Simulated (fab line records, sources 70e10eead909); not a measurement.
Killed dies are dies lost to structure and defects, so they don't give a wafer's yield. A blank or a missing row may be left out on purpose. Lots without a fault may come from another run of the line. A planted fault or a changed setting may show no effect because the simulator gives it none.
A struck lot beside a sound one | flow nand_harc | 15 steps out of a route of 1159
Sound: wafers L621.2, L621.3, L621.5. Struck: wafer L627.4. (L627.2, L627.3 of the same lot were not struck and are left out.) The cause comes at the end.
At each step with rows: each side's tool, then ch and its chambers, then its first start. Under that, the readings that differ: sound wafers | struck wafers | difference of the means | sigmas: that difference in standard deviations of wafers without a fault.
alike: readings whose means differ by less than 2 such deviations, and words and numbers that are the same on both sides. not compared: withheld readings, readings that some wafer has no value for, bounds like >300 that may hide the same value, and numbers for which the record gives no deviation and whose values overlap.
The two part at a step that has a row with sigmas, a row that says differs or no value, or rows on one side only. Numbers that don't overlap but have no deviation are shown without sigmas and don't part them. A reading that every wafer of one side lacks parts them only if that side has two wafers or more.

first, 5 steps without rows for these wafers: NHARC_A_CHANNEL_HOLE_D1_SOFTBAKE_05 (time 55 s); NHARC_A_CHANNEL_HOLE_D1_EBR_06; NHARC_A_CHANNEL_HOLE_D1_EXPOSE_07 (exposes mask HOLE D1, target cd 100 nm); NHARC_A_CHANNEL_HOLE_D1_PEB_08 (peb time 65 s); NHARC_A_CHANNEL_HOLE_D1_DEVELOP_09 (develop time 35 s).
NHARC_A_CHANNEL_HOLE_D1_CD_MEAS_10: target cd 100 nm.
  sound on cd_sem-03 ch 0, day 9 03:50; struck on cd_sem-01 ch 0, day 10 00:56
  alike: cd_nm
NHARC_A_CHANNEL_HOLE_D1_OVL_MEAS_11:
  sound on overlay-02, day 9 03:56; struck on overlay-02, day 10 01:02
  alike: overlay_x_nm, overlay_y_nm
NHARC_A_CHANNEL_HOLE_D1_INSPECT_12:
  sound on defect_inspect-01, day 9 03:58; struck on defect_inspect-01, day 10 01:04
  alike: raw_defect_count
NHARC_A_CHANNEL_HOLE_D1_DESCUM_15: chemistry O2, time 3 s.
  sound on rie_diel-10 ch 2,3, day 9 04:02; struck on rie_diel-10 ch 1, day 10 01:08
  alike: drypump_motor_current_A, mfc_ar_sccm, oes_product_au, rf_vpp_V, showerhead_plenum_p_Torr, throttle_valve_pct
  not compared: rf_hours_counter_h
NHARC_A_CHANNEL_HOLE_D1_ETCH_38: etches the open film in CF4, target depth 39 nm, time 65 s.
  sound on rie_diel-10 ch 0,1,2, day 9 04:07; struck on rie_diel-10 ch 1, day 10 01:13
  reading      | sound             | struck | difference | sigmas
  rf_vpp_V (V) | 149.7 152.7 150.4 | 153.5  | +2.6       | +2
  alike: drypump_motor_current_A, mfc_ar_sccm, oes_product_au, run_length_s, showerhead_plenum_p_Torr, throttle_valve_pct
  not compared: rf_hours_counter_h
NHARC_A_CHANNEL_HOLE_D1_ETCH_39: etches the open film in N2/H2, target depth 260 nm, time 325 s.
  sound on rie_diel-10 ch 0,1; struck on rie_diel-10 ch 2
  reading          | sound             | struck | difference | sigmas
  run_length_s (s) | 346.8 346.1 347.1 | 345.7  | -1.0       | -2
  alike: drypump_motor_current_A, mfc_ar_sccm, n2_flow_sccm, oes_product_au, rf_vpp_V, showerhead_plenum_p_Torr, throttle_valve_pct
  not compared: rf_hours_counter_h
NHARC_A_CHANNEL_HOLE_D1_ETCH_34: etches the open film in CF4/CHF3, target depth 154 nm, time 77 s.
  sound on rie_diel-10 ch 0,2,3; struck on rie_diel-10 ch 1
  reading          | sound          | struck | difference | sigmas
  run_length_s (s) | 99.1 97.9 98.1 | 99.2   | +0.8       | +2
  alike: drypump_motor_current_A, mfc_ar_sccm, oes_product_au, rf_vpp_V, showerhead_plenum_p_Torr, throttle_valve_pct
  not compared: rf_hours_counter_h
NHARC_A_CHANNEL_HOLE_D1_ETCH_16: etches the open film in O2/COS, target depth 3100 nm, time 806 s.
  sound on rie_diel-10 ch 0,3, day 9 04:33; struck on rie_diel-10 ch 0, day 10 01:40
  reading          | sound             | struck | difference | sigmas
  run_length_s (s) | 826.7 827.6 827.5 | 648.3  | -179.0     | -99 or more
  alike: drypump_motor_current_A, mfc_ar_sccm, oes_product_au, rf_vpp_V, showerhead_plenum_p_Torr, throttle_valve_pct
  not compared: rf_hours_counter_h
NHARC_A_CHANNEL_HOLE_D1_CD_MEAS_18:
  sound on cd_sem-01, day 9 05:08; struck on cd_sem-02, day 10 02:14
  reading    | sound             | struck | difference | sigmas
  cd_nm (nm) | 102.1 103.9 102.0 | 98.1   | -4.6       | -2
-- the record jumps here: 11 days lie between the struck wafers' starts before and after (it left off in module A_CHANNEL_HOLE_D1 and takes up again in module END, whose first step shown is number 1159 of the route) --
NHARC_END_SORT_01:
  the record has rows for the struck wafers here (prober-02 ch 0, day 21 09:06) and none for the sound ones

WHERE THEY PART
First at NHARC_A_CHANNEL_HOLE_D1_ETCH_38; last, within this record, at NHARC_END_SORT_01.

WHY: what the simulator had put in
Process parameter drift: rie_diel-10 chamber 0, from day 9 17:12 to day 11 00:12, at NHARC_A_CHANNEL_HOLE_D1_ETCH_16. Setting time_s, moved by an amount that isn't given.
